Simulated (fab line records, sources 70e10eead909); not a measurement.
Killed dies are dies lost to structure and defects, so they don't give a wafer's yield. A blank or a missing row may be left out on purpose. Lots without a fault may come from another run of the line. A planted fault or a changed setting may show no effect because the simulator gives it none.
One fault seen from 2 desks | flow nand_harc | each desk has only its own numbers; what lay behind them comes last

THE METROLOGY DESK
What the gauges read, lot by lot, whatever tool the lot ran on: means of the sampled wafers that have a number. A lot is out of limits, marked OUT, if its mean lies more than 4 standard deviations from the usual mean; the brackets give that distance.
Columns: A = thk_nm at NHARC_A_BONDPAD_THK_MEAS_30, usual 199.9 nm
lot  | first seen here | A
L221 | day 18 02:11    | 201.8
L220 | day 18 02:32    | 199.4
L224 | day 18 08:10    | 198.9
L223 | day 18 11:09    | 200.7
L225 | day 18 18:59    | 199.9
L226 | day 19 09:12    | 200.8
L227 | day 19 23:16    | 200.4
L228 | day 20 01:04    | 199.0
L229 | day 20 08:56    | 201.0
L230 | day 21 00:45    | 200.8
L231 | day 21 01:05    | 199.4
L235 | day 21 23:44    | 199.0
L242 | day 23 22:13    | 199.6
This desk's finding: nothing out of limits on any of the 13 lots.

THE TOOL OWNER'S DESK: rie_diel-07
The tool's own readings at NHARC_A_WL_FILL_STRIP_29 (strips in O2, time 20 s): means of the sampled wafers that have a number, for each lot that ran on this tool. A lot is out of limits, marked OUT, if its mean lies more than 4 standard deviations from the usual mean; the brackets give that distance.
Columns: A = drypump_motor_current_A at NHARC_A_WL_FILL_STRIP_29, usual 6.1 A; B = oes_product_au at NHARC_A_WL_FILL_STRIP_29, usual 0.998 a.u.; C = rf_vpp_V at NHARC_A_WL_FILL_STRIP_29, usual 58.0 V; D = showerhead_plenum_p_Torr at NHARC_A_WL_FILL_STRIP_29, usual 3.63 Torr; E = throttle_valve_pct at NHARC_A_WL_FILL_STRIP_29, usual 17.035 %
lot  | first seen here | A   | B     | C    | D    | E
L220 | day 15 17:00    | 6.2 | 0.991 | 56.9 | 3.50 | 17.034
L225 | day 16 08:37    | 5.8 | 1.004 | 58.3 | 3.56 | 17.046
L227 | day 17 19:56    | 5.8 | 0.996 | 57.5 | 3.56 | 17.045
L231 | day 18 20:01    | 6.0 | 0.994 | 58.8 | 3.56 | 17.025
L235 | day 19 11:32    | 5.7 | 1.005 | 57.8 | 3.62 | 17.032
L242 | day 21 14:54    | 6.0 | 0.997 | 57.9 | 3.56 | 17.034
This desk's finding: nothing out of limits on any of the 6 lots.

PUT TOGETHER
The metrology desk saw nothing out of limits.
The tool owner's desk saw nothing out of limits.

WHAT THE SIMULATOR HAD PUT IN
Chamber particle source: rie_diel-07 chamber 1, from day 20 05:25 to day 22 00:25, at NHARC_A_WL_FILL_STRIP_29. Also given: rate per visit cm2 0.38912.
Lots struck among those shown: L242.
